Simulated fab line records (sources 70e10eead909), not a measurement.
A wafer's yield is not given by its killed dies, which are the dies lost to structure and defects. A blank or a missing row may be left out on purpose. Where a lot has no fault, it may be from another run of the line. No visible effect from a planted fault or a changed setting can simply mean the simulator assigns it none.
fab line records + flow nandHarc
record:
- lots: 5
- wafers: 15
- lastDay: 24
route steps=1159 shown A_SGD_CUT@753 END@1159
lots untouched by any fault: they come from a run of this same line in which no faults occurred
startH: hours from the record's first day to the start of the lot's first wafer shown + waitH: how many hours have passed since the lot's step before this one + " repeats the value in the row above + L1.1+2: several wafers, shown together as one row + - no value present, or no start provided + * or withheld: withheld + < > ~ a bound
route shown NAME@n: names a module that has steps shown in the file, with the first one's number in the route + usual: mean/standard deviation taken from wafers without a fault + same: alike in all rows + chamber/n: place in a boat + sites: readings site by site + _std_site: the standard deviation of these + _edge_site: the outer-site mean with the inner-site mean subtracted + radiusMm: for every site, how far away it sits from the centre of the wafer + mask NAME#n: copy n + behind: the last tool/chamber to shape the wafer + hold: why the lot was held/for how many hours/how that ended + device: the n, p or np transistor that did not switch + end of line: the route-end tests of the same wafers + for a step that has no rows: nothing shown but its recipe + killed: not the wafer's yield, but the dies lost to structure and defects at the first sort + map: a wafer's dies, x killed, . not, _ none there
set.NAME: the run value of the setting; set.NAME@STEP: its run value at that earlier step + model.NAME: the simulator's own value behind a step, which no gauge read
lots at selected steps of the route; one table per step, one row per wafer
services: the hour from which a tool's chamber was out of use, counted from the record's first day as startH (under 0 if before that day), plus the number of hours and why
== steps ==
step: NHARC_A_SGD_CUT_SOFTBAKE_04
recipe:
- tempC: 105
- timeS: 55
step: NHARC_A_SGD_CUT_EBR_05
step: NHARC_A_SGD_CUT_EXPOSE_06
recipe:
- na: 1.35
- doseMj: 85.59
- maskId: SGD
step: NHARC_A_SGD_CUT_PEB_07
recipe:
- pebTempC: 100
- pebTimeS: 65
step: NHARC_A_SGD_CUT_DEVELOP_08
recipe:
- developTimeS: 35
- devTempC: 23
step: NHARC_A_SGD_CUT_CD_MEAS_09
recipe:
- targetCdNm: 100
- landingEnergyEv: 500
usual:
- cdNm: 100.3/0.45
| lot.wafer | tool     | chamber | startH | waitH | cdNm  |
|-----------|----------|---------|--------|-------|-------|
| L310.1    | cdSem-01 | 0       | 326.33 | -     | 100.1 |
| L310.3    | "        | 0       | "      | "     | 100.6 |
| L310.5    | "        | 0       | "      | "     | 99.7  |
| L315.2    | cdSem-01 | 0       | 356.96 | -     | 99.4  |
| L315.3    | "        | 0       | "      | "     | 99.9  |
| L315.4    | "        | 0       | "      | "     | 100.8 |
| L322.1    | cdSem-03 | 0       | 407.80 | -     | 101.0 |
| L322.2    | "        | 0       | "      | "     | 100.8 |
| L322.6    | "        | 0       | "      | "     | 100.2 |
| L325.2    | cdSem-02 | 0       | 408.27 | -     | 101.1 |
| L325.4    | "        | 0       | "      | "     | 100.7 |
| L325.5    | "        | 0       | "      | "     | 100.3 |
| L330.1    | cdSem-03 | 0       | 448.44 | -     | 99.8  |
| L330.2    | "        | 0       | "      | "     | 100.6 |
| L330.5    | "        | 0       | "      | "     | 100.5 |
step: NHARC_A_SGD_CUT_OVL_MEAS_10
usual:
- overlayXNm: 0.0/0.74
- overlayYNm: 0.2/0.83
| lot.wafer | tool       | chamber | startH | waitH | overlayXNm | overlayYNm |
|-----------|------------|---------|--------|-------|------------|------------|
| L310.1    | overlay-01 | -       | 326.42 | -     | 0.1        | 1.0        |
| L310.3    | "          | -       | "      | "     | 0.0        | 1.2        |
| L310.5    | "          | -       | "      | "     | 0.6        | 1.7        |
| L315.2    | overlay-02 | -       | 357.06 | -     | -0.4       | 1.0        |
| L315.3    | "          | -       | "      | "     | -0.3       | 0.6        |
| L315.4    | "          | -       | "      | "     | -0.4       | 0.9        |
| L322.1    | overlay-02 | -       | 407.89 | -     | -0.7       | -0.6       |
| L322.2    | "          | -       | "      | "     | -0.3       | -0.4       |
| L322.6    | "          | -       | "      | "     | -0.4       | -0.2       |
| L325.2    | overlay-02 | -       | 408.35 | -     | 1.4        | 2.1        |
| L325.4    | "          | -       | "      | "     | 1.0        | 1.4        |
| L325.5    | "          | -       | "      | "     | 0.5        | 1.1        |
| L330.1    | overlay-02 | -       | 448.53 | -     | -0.5       | 0.4        |
| L330.2    | "          | -       | "      | "     | -0.2       | 1.1        |
| L330.5    | "          | -       | "      | "     | -0.5       | 0.3        |
step: NHARC_A_SGD_CUT_INSPECT_11
usual:
- rawDefectCount: 18/9.9
| lot.wafer | tool             | chamber | startH | waitH | rawDefectCount |
|-----------|------------------|---------|--------|-------|----------------|
| L310.1    | defectInspect-02 | -       | 326.47 | 0.1   | 28             |
| L310.3    | "                | -       | "      | "     | 22             |
| L310.5    | "                | -       | "      | "     | 23             |
| L315.2    | defectInspect-02 | -       | 357.10 | 0.0   | 22             |
| L315.3    | "                | -       | "      | "     | 15             |
| L315.4    | "                | -       | "      | "     | 15             |
| L322.1    | defectInspect-02 | -       | 407.92 | 0.0   | 31             |
| L322.2    | "                | -       | "      | "     | 41             |
| L322.6    | "                | -       | "      | "     | 29             |
| L325.2    | defectInspect-02 | -       | 408.39 | 0.0   | 33             |
| L325.4    | "                | -       | "      | "     | 34             |
| L325.5    | "                | -       | "      | "     | 34             |
| L330.1    | defectInspect-01 | -       | 448.57 | 0.0   | 11             |
| L330.2    | "                | -       | "      | "     | 16             |
| L330.5    | "                | -       | "      | "     | 7              |
step: NHARC_A_SGD_CUT_DESCUM_14
recipe:
- timeS: 3
- o2FlowSccm: 200
- arFlowSccm: 0
- biasPowerW: 0
- chemistry: O2
usual:
- drypumpMotorCurrentA: 5.4/0.6
- oesProductAu: 0.999/0.0073
- rfVppV: 57.5/0.85
- showerheadPlenumPTorr: 1.86/0.077
- throttleValvePct: 11.311/0.0094
| lot.wafer | tool       | chamber | startH | waitH | drypumpMotorCurrentA | oesProductAu | rfHoursCounterH | rfVppV | showerheadPlenumPTorr | throttleValvePct |
|-----------|------------|---------|--------|-------|----------------------|--------------|-----------------|--------|-----------------------|------------------|
| L310.1    | rieDiel-11 | 0       | 326.53 | 0.1   | 6.0                  | 0.994        | 9               | 58.7   | 1.91                  | 11.315           |
| L310.3    | "          | 2       | "      | "     | 6.2                  | 1.014        | 9               | 57.2   | 1.79                  | 11.319           |
| L310.5    | "          | 1       | "      | "     | 4.7                  | 0.984        | -               | 58.3   | 1.83                  | 11.301           |
| L315.2    | rieDiel-03 | 1       | 357.16 | 0.1   | 4.6                  | 0.999        | 15              | 59.2   | 1.92                  | 11.308           |
| L315.3    | "          | 2       | "      | "     | 5.8                  | 1.012        | 14              | 57.9   | 1.78                  | 11.304           |
| L315.4    | "          | 0       | "      | "     | 4.8                  | 1.007        | 15              | 58.4   | 1.97                  | 11.313           |
| L322.2    | rieDiel-11 | 3       | 408.00 | 0.1   | 4.8                  | 0.991        | 3               | 57.9   | 1.79                  | 11.310           |
| L322.1    | "          | 0       | "      | "     | 6.1                  | 0.992        | 2               | 57.8   | 1.91                  | 11.321           |
| L322.6    | "          | 3       | "      | "     | 4.8                  | 0.991        | -               | 57.6   | 1.79                  | 11.318           |
| L325.2    | rieDiel-03 | 3       | 408.47 | 0.1   | 5.6                  | 1.012        | 1               | 56.0   | 1.78                  | 11.305           |
| L325.4    | "          | 0       | "      | "     | 4.9                  | 0.994        | 1               | 58.7   | 1.97                  | 11.315           |
| L325.5    | "          | 1       | "      | "     | 4.7                  | 1.004        | -               | 58.5   | 1.92                  | 11.310           |
| L330.1    | rieDiel-12 | 3       | 448.63 | 0.1   | 6.4                  | 0.991        | 6               | 57.9   | 1.78                  | 11.304           |
| L330.2    | "          | 1       | "      | "     | 5.4                  | 1.005        | 6               | 57.5   | 2.00                  | 11.306           |
| L330.5    | "          | 3       | "      | "     | 6.4                  | 0.991        | -               | 57.5   | 1.78                  | 11.311           |
step: NHARC_A_SGD_CUT_ETCH_58
recipe:
- targetDepthA: 390
- overEtchFrac: 0.3
- timeS: 65
- ionEnergyEv: 80
- cf4FlowSccm: 150
- arFlowSccm: 0
- rfW: 300
- biasW: 100
- chemistry: CF4
usual:
- drypumpMotorCurrentA: 5.4/0.6
- oesProductAu: 0.999/0.0069
- rfVppV: 150.7/1.2
- runLengthS: 86.3/0.53
- showerheadPlenumPTorr: 1.72/0.067
- throttleValvePct: 13.284/0.0085
| lot.wafer | tool       | chamber | startH | waitH | drypumpMotorCurrentA | oesProductAu | rfHoursCounterH | rfVppV | runLengthS | showerheadPlenumPTorr | throttleValvePct |
|-----------|------------|---------|--------|-------|----------------------|--------------|-----------------|--------|------------|-----------------------|------------------|
| L310.1    | rieDiel-11 | 2       | 326.62 | 0.1   | 6.2                  | 1.021        | 9               | 151.2  | 86.8       | 1.66                  | 13.282           |
| L310.3    | "          | 1       | "      | "     | 4.6                  | 0.999        | 9               | 151.0  | 86.7       | 1.70                  | 13.280           |
| L310.5    | "          | 3       | "      | "     | 4.8                  | 1.000        | -               | 149.5  | 86.3       | 1.67                  | 13.289           |
| L315.2    | rieDiel-03 | 0       | 357.25 | 0.1   | 4.9                  | 1.004        | 15              | 150.9  | 85.5       | 1.82                  | 13.284           |
| L315.3    | "          | 1       | "      | "     | 4.6                  | 0.997        | 15              | 152.0  | 85.3       | 1.77                  | 13.283           |
| L315.4    | "          | 2       | "      | "     | 5.8                  | 1.004        | 14              | 149.7  | 86.2       | 1.65                  | 13.289           |
| L322.2    | rieDiel-11 | 2       | 408.08 | 0.1   | 6.2                  | 0.990        | 3               | 149.4  | 86.6       | 1.66                  | 13.288           |
| L322.1    | "          | 3       | "      | "     | 4.8                  | 1.000        | 3               | 149.2  | 86.5       | 1.67                  | 13.288           |
| L322.6    | "          | 2       | "      | "     | 6.2                  | 0.989        | -               | 148.0  | 86.8       | 1.66                  | 13.289           |
| L325.2    | rieDiel-03 | 2       | 408.54 | 0.1   | 5.8                  | 0.993        | 1               | 150.5  | 86.0       | 1.65                  | 13.299           |
| L325.4    | "          | 3       | "      | "     | 5.6                  | 1.006        | 1               | 149.0  | 86.6       | 1.65                  | 13.284           |
| L325.5    | "          | 3       | "      | "     | 5.6                  | 1.000        | -               | 149.9  | 86.7       | 1.65                  | 13.290           |
| L330.2    | rieDiel-12 | 1       | 448.72 | 0.1   | 5.4                  | 1.007        | 6               | 152.9  | 86.6       | 1.84                  | 13.280           |
| L330.1    | "          | 3       | "      | "     | 6.4                  | 0.997        | 6               | 150.4  | 86.8       | 1.66                  | 13.273           |
| L330.5    | "          | 1       | "      | "     | 5.4                  | 1.000        | -               | 152.1  | 86.1       | 1.84                  | 13.269           |
step: NHARC_A_SGD_CUT_ETCH_59
recipe:
- targetDepthA: 2600
- overEtchFrac: 0.25
- timeS: 406.25
- ionEnergyEv: 200
- n2FlowSccm: 150
- h2FlowSccm: 150
- arFlowSccm: 0
- rfW: 400
- biasW: 150
- chemistry: N2/H2
usual:
- drypumpMotorCurrentA: 5.4/0.59
- oesProductAu: 1.000/0.0065
- rfVppV: 428.9/2.5
- runLengthS: 427.5/0.59
- showerheadPlenumPTorr: 1.98/0.086
- throttleValvePct: 14.171/0.0099
| lot.wafer | tool       | chamber | startH | waitH | drypumpMotorCurrentA | oesProductAu | rfHoursCounterH | rfVppV | runLengthS | showerheadPlenumPTorr | throttleValvePct |
|-----------|------------|---------|--------|-------|----------------------|--------------|-----------------|--------|------------|-----------------------|------------------|
| L310.1    | rieDiel-11 | 1       | -      | -     | 4.7                  | 0.994        | 9               | 428.8  | 428.5      | 1.95                  | 14.182           |
| L310.3    | "          | 0       | "      | "     | 6.1                  | 0.997        | 9               | 431.2  | 428.4      | 2.04                  | 14.188           |
| L310.5    | "          | 1       | "      | "     | 4.7                  | 0.995        | -               | 428.3  | 428.7      | 1.95                  | 14.171           |
| L315.2    | rieDiel-03 | 3       | -      | -     | 5.5                  | 1.002        | 15              | 424.5  | 428.2      | 1.89                  | 14.178           |
| L315.4    | "          | 0       | "      | "     | 4.8                  | 0.998        | 15              | 432.1  | 427.0      | 2.11                  | 14.165           |
| L315.3    | "          | 1       | "      | "     | 4.6                  | 1.002        | 15              | 431.2  | 426.4      | 2.05                  | 14.177           |
| L322.2    | rieDiel-11 | 3       | -      | -     | 4.8                  | 1.006        | 3               | 427.4  | 427.2      | 1.91                  | 14.174           |
| L322.1    | "          | 1       | "      | "     | 4.7                  | 0.996        | 2               | 427.8  | 428.2      | 1.95                  | 14.188           |
| L322.6    | "          | 3       | "      | "     | 4.8                  | 0.998        | -               | 426.7  | 427.4      | 1.91                  | 14.159           |
| L325.4    | rieDiel-03 | 3       | -      | -     | 5.5                  | 0.995        | 2               | 426.8  | 427.7      | 1.89                  | 14.161           |
| L325.2    | "          | 0       | "      | "     | 4.9                  | 0.997        | 1               | 433.9  | 427.0      | 2.10                  | 14.174           |
| L325.5    | "          | 3       | "      | "     | 5.5                  | 1.007        | -               | 424.9  | 427.9      | 1.89                  | 14.157           |
| L330.1    | rieDiel-12 | 1       | -      | -     | 5.4                  | 0.996        | 6               | 434.0  | 427.3      | 2.13                  | 14.175           |
| L330.2    | "          | 2       | "      | "     | 5.6                  | 1.000        | 6               | 432.4  | 426.9      | 2.07                  | 14.180           |
| L330.5    | "          | 2       | "      | "     | 5.6                  | 0.993        | -               | 430.1  | 427.0      | 2.07                  | 14.170           |
step: NHARC_A_SGD_CUT_ETCH_15
recipe:
- targetDepthA: 750
- timeS: 64.3
- ch3fFlowSccm: 50
- o2FlowSccm: 30
- arFlowSccm: 200
- rfW: 500
- biasW: 100
- chemistry: CH3F/O2
usual:
- drypumpMotorCurrentA: 5.4/0.59
- oesProductAu: 0.964/0.015
- rfVppV: 262.9/1.7
- runLengthS: 85.7/0.56
- showerheadPlenumPTorr: 2.39/0.097
- throttleValvePct: 20.662/0.0093
| lot.wafer | tool       | chamber | startH | waitH | drypumpMotorCurrentA | oesProductAu | rfHoursCounterH | rfVppV | runLengthS | showerheadPlenumPTorr | throttleValvePct |
|-----------|------------|---------|--------|-------|----------------------|--------------|-----------------|--------|------------|-----------------------|------------------|
| L310.1    | rieDiel-11 | 2       | -      | -     | 6.3                  | 0.977        | 10              | 261.6  | 85.8       | 2.31                  | 20.661           |
| L310.3    | "          | 3       | "      | "     | 4.8                  | 0.966        | 10              | 261.5  | 85.2       | 2.31                  | 20.661           |
| L310.5    | "          | 0       | "      | "     | 6.1                  | 0.959        | -               | 264.6  | 86.1       | 2.46                  | 20.667           |
| L315.4    | rieDiel-03 | 3       | -      | -     | 5.6                  | 0.980        | 15              | 262.2  | 86.2       | 2.29                  | 20.672           |
| L315.3    | "          | 0       | "      | "     | 4.9                  | 0.981        | 15              | 265.9  | 85.1       | 2.53                  | 20.658           |
| L315.2    | "          | 1       | "      | "     | 4.6                  | 0.966        | 15              | 262.7  | 84.9       | 2.47                  | 20.668           |
| L322.1    | rieDiel-11 | 1       | -      | -     | 4.7                  | 0.955        | 2               | 261.5  | 86.0       | 2.35                  | 20.658           |
| L322.2    | "          | 3       | "      | "     | 4.8                  | 0.955        | 3               | 261.4  | 85.7       | 2.31                  | 20.659           |
| L322.6    | "          | 1       | "      | "     | 4.7                  | 0.956        | -               | 261.5  | 86.2       | 2.35                  | 20.669           |
| L325.2    | rieDiel-03 | 3       | -      | -     | 5.6                  | 0.949        | 2               | 260.7  | 86.3       | 2.29                  | 20.649           |
| L325.4    | "          | 0       | "      | "     | 4.8                  | 0.938        | 2               | 264.1  | 84.9       | 2.53                  | 20.670           |
| L325.5    | "          | 3       | "      | "     | 5.6                  | 0.939        | -               | 260.8  | 85.8       | 2.29                  | 20.670           |
| L330.1    | rieDiel-12 | 1       | -      | -     | 5.4                  | 0.990        | 6               | 265.2  | 85.6       | 2.56                  | 20.667           |
| L330.2    | "          | 0       | "      | "     | 5.4                  | 0.967        | 6               | 265.2  | 85.7       | 2.46                  | 20.659           |
| L330.5    | "          | 1       | "      | "     | 5.4                  | 0.986        | -               | 266.1  | 86.1       | 2.56                  | 20.675           |
step: NHARC_A_SGD_CUT_ETCH_16
recipe:
- targetDepthA: 3105
- timeS: 155.2
- c4f8FlowSccm: withheld
- o2FlowSccm: 8
- arFlowSccm: withheld
- rfW: 600
- biasW: 800
- chemistry: C4F8/O2/Ar
usual:
- oesProductAu: 0.975/0.013
- rfVppV: 720/4.1
- runLengthS: 176.5/0.57
| lot.wafer | tool       | chamber | startH | waitH | oesProductAu | rfHoursCounterH | rfVppV | runLengthS |
|-----------|------------|---------|--------|-------|--------------|-----------------|--------|------------|
| L310.3    | rieDiel-11 | 2       | 327.10 | -     | 0.984        | 10              | 717    | 176.7      |
| L310.1    | "          | 3       | "      | "     | 0.958        | 10              | 715    | 176.3      |
| L310.5    | "          | 2       | "      | "     | 0.984        | -               | 717    | 177.0      |
| L315.4    | rieDiel-03 | 0       | 357.73 | -     | 0.985        | 15              | 727    | 175.8      |
| L315.3    | "          | 1       | "      | "     | 0.964        | 15              | 723    | 175.6      |
| L315.2    | "          | 2       | "      | "     | 0.972        | 15              | 715    | 175.8      |
| L322.1    | rieDiel-11 | 3       | 408.56 | -     | 0.962        | 3               | 716    | 176.5      |
| L322.2    | "          | 2       | "      | "     | 0.968        | 3               | 716    | 177.1      |
| L322.6    | "          | 0       | "      | "     | 0.975        | -               | 723    | 177.6      |
| L325.2    | rieDiel-03 | 0       | 409.02 | -     | 0.950        | 2               | 726    | 193.7      |
| L325.4    | "          | 1       | "      | "     | 0.970        | 1               | 722    | 175.6      |
| L325.5    | "          | 1       | "      | "     | 0.958        | -               | 723    | 175.5      |
| L330.1    | rieDiel-12 | 0       | 449.20 | -     | 0.976        | 6               | 723    | 176.2      |
| L330.2    | "          | 1       | "      | "     | 0.981        | 6               | 725    | 176.4      |
| L330.5    | "          | 0       | "      | "     | 0.976        | -               | 724    | 176.0      |
step: NHARC_A_SGD_CUT_STRIP_60
recipe:
- c4f8FlowSccm: withheld
- o2FlowSccm: 8
- arFlowSccm: withheld
- biasW: 0
- chemistry: C4F8/O2/Ar
step: NHARC_END_SORT_01
recipe:
- tempC: 25
usual:
- killedAtArray: 31/12
- killedAtOther: 0.6/0.85
- killedAtPeriphery: 3.0/2.3
- killedDies: 35/12
- killedOpen: 3.2/1.9
- killedShort: 1.8/1.4
same:
- grossDies: 677
| lot.wafer | tool      | chamber | startH | waitH | killedAtArray | killedAtOther | killedAtPeriphery | killedDies | killedOpen | killedShort |
|-----------|-----------|---------|--------|-------|---------------|---------------|-------------------|------------|------------|-------------|
| L325.2    | prober-02 | 0       | 534.57 | 2.8   | 672           | 0             | 3                 | 675        | 5          | 2           |
killed by level:class
L325.2 A_SGD_CUT:areaEtch=630 A_CHANNEL_HOLE_D1:chamberFilmFlake=20 A_CONTACT:chamberFilmFlake=5 A_SLIT:chamberFilmFlake=4 A_BLC:chamberFilmFlake=4 A_CONTACT:geometricParticle:open=2 P_GATE:chamberFilmFlake=2 A_STAIRCASE:chamberFilmFlake=2
map L325.2 (x killed, . not)
____________x____________
_________xxxxxxx_________
_______xxxxxxxxxxx_______
______xxxxxxxxxxxxx______
_____xxxxxxxxxxxxxxx_____
____xxxxxxxxxxxxxxxxx____
____xxxxxxxxxxxxxxxxx____
___xxxxxxxxxxxxxxxxxxx___
___xxxxxxxxxxxxxxxxxxx___
__xxxxxxxxxxxxxxxxxx.xx__
__xxxxxxxxxxxxxxxxxxxxx__
_xxxxxxxxxxxxxxxxxxxxxxx_
_xxxxxxxxxxxxxxxxxxxxxxx_
_xxxxxxxxxxxxxxxxxxxxxxx_
_xxxxxxxxxxxxxxxxxxxxxxx_
_xxxxxxxxxxxxxxxxxxxxxxx_
xxxxxxxxxxxxxxxxxxxxxxxxx
xxxxxxxxxxxxxxxxxxxxxxxxx
xxxxxxxxxxxxxxxxxxxxxxxxx
xxxxxxxxxxxxxxxxxxxxxxxxx
xxxxxxxxxxxxxxxxxxxxxxxx.
_xxxxxxxxxxxxxxxxxxxxxxx_
_xxxxxxxxxxxxxxxxxxxxxxx_
_xxxxxxxxxxxxxxxxxxxxxxx_
_xxxxxxxxxxxxxxxxxxxxxxx_
_xxxxxxxxxxxxxxxxxxxxxxx_
__xxxxxxxxxxxxxxxxxxxxx__
__xxxxxxxxxxxxxxxxxxxxx__
___xxxxxxxxxxxxxxxxxxx___
___xxxxxxxxxxxxxxxxxxx___
____xxxxxxxxxxxxxxxxx____
____xxxxxxxxxxxxxxxxx____
_____xxxxxxxxxxxxxxx_____
______xxxxxxxxxxxxx______
_______xxxxxxxxxxx_______
_________xxxxxxx_________
____________x____________
map L315.2 (x killed, . not)
____________.____________
_________......._________
_______..........._______
______.........x...______
_____..............._____
____.................____
____.................____
___x...x..x..........x___
___x....x.............___
__.x.x.................__
__..x..x.........x.....__
_....x...........x.x...._
_.....x...x............._
_.....x...............x._
_..............x........_
_...x.....x....x.xx....._
......x.......x..x.......
.................xx......
...................x...x.
...............x.xx..x...
.........................
_......x......x........._
_......................x_
_..x........x..........._
_......................._
_..........x............_
__.....................__
__.....................__
___...................___
___......x............___
____.................____
____.................____
_____......x........_____
______.............______
_______..........._______
_________xx....._________
____________.____________
== services ==
| tool       | chamber | startH | hours | kind      |
|------------|---------|--------|-------|-----------|
| rieDiel-11 | 0       | 321.03 | -     | clean     |
| rieDiel-11 | 1       | 321.03 | -     | clean     |
| rieDiel-11 | 2       | 321.03 | -     | clean     |
| rieDiel-11 | 3       | 321.03 | -     | clean     |
| rieDiel-03 | 0       | 322.33 | -     | clean     |
| rieDiel-03 | 1       | 322.33 | -     | clean     |
| rieDiel-03 | 2       | 322.33 | -     | clean     |
| rieDiel-03 | 3       | 322.33 | -     | clean     |
| rieDiel-12 | 1       | 324.06 | 8.2   | repair    |
| rieDiel-11 | 0       | 345.53 | -     | clean     |
| rieDiel-11 | 1       | 345.53 | -     | clean     |
| rieDiel-11 | 2       | 345.53 | -     | clean     |
| rieDiel-11 | 3       | 345.53 | -     | clean     |
| rieDiel-03 | 0       | 346.83 | -     | clean     |
| rieDiel-03 | 1       | 346.83 | -     | clean     |
| rieDiel-03 | 2       | 346.83 | -     | clean     |
| rieDiel-03 | 3       | 346.83 | -     | clean     |
| rieDiel-12 | 1       | 347.59 | 5.7   | repair    |
| rieDiel-11 | -       | 366.50 | 9.0   | pm        |
| rieDiel-11 | 0       | 366.50 | 9.0   | ventCycle |
| rieDiel-12 | -       | 379.40 | 9.0   | pm        |
| rieDiel-03 | -       | 392.39 | 9.0   | pm        |
| rieDiel-11 | 2       | 393.55 | 4.1   | repair    |
| rieDiel-11 | 1       | 396.35 | 8.9   | repair    |
== key ==
firstSign:
- step: NHARC_A_SGD_CUT_ETCH_16
- reading: runLengthS
- direction: up
- sigmas: 30
- usual: *
- struck: *
effect:
- step: NHARC_END_SORT_01
- reading: killedDies
- direction: up
- sigmas: 56
- usual: 35
- struck: 675
moreKillsBornAt:
- NHARC_A_SGD_CUT_ETCH_16@rieDiel-03: 630
metAt NHARC_A_SGD_CUT_ETCH_16
struckWafers L325.2
laterRowsLeftOut L325.2
testerLeftOut L325
onsetBetween 357.73 409.02
fault:
- kind: processParameterDrift
- tool: rieDiel-03
- chamber: 0
- onsetH: 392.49
- steps: NHARC_A_SGD_CUT_ETCH_16
- channel: timeS
- offset: *
- shape: step
- endH: 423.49
- actsIn: *
- stated: *
testerLeftOut: of these lots the tester's yield and bins aren't shown, on N5 and GAA mostly nor the transistor test; their killed dies are dies lost to structure and defects alone, not to doping, threshold or leakage, so they don't give the yield
laterRowsLeftOut: the simulator's readings of these wafers behind a module that went badly wrong aren't trusted and aren't shown, but for the sort
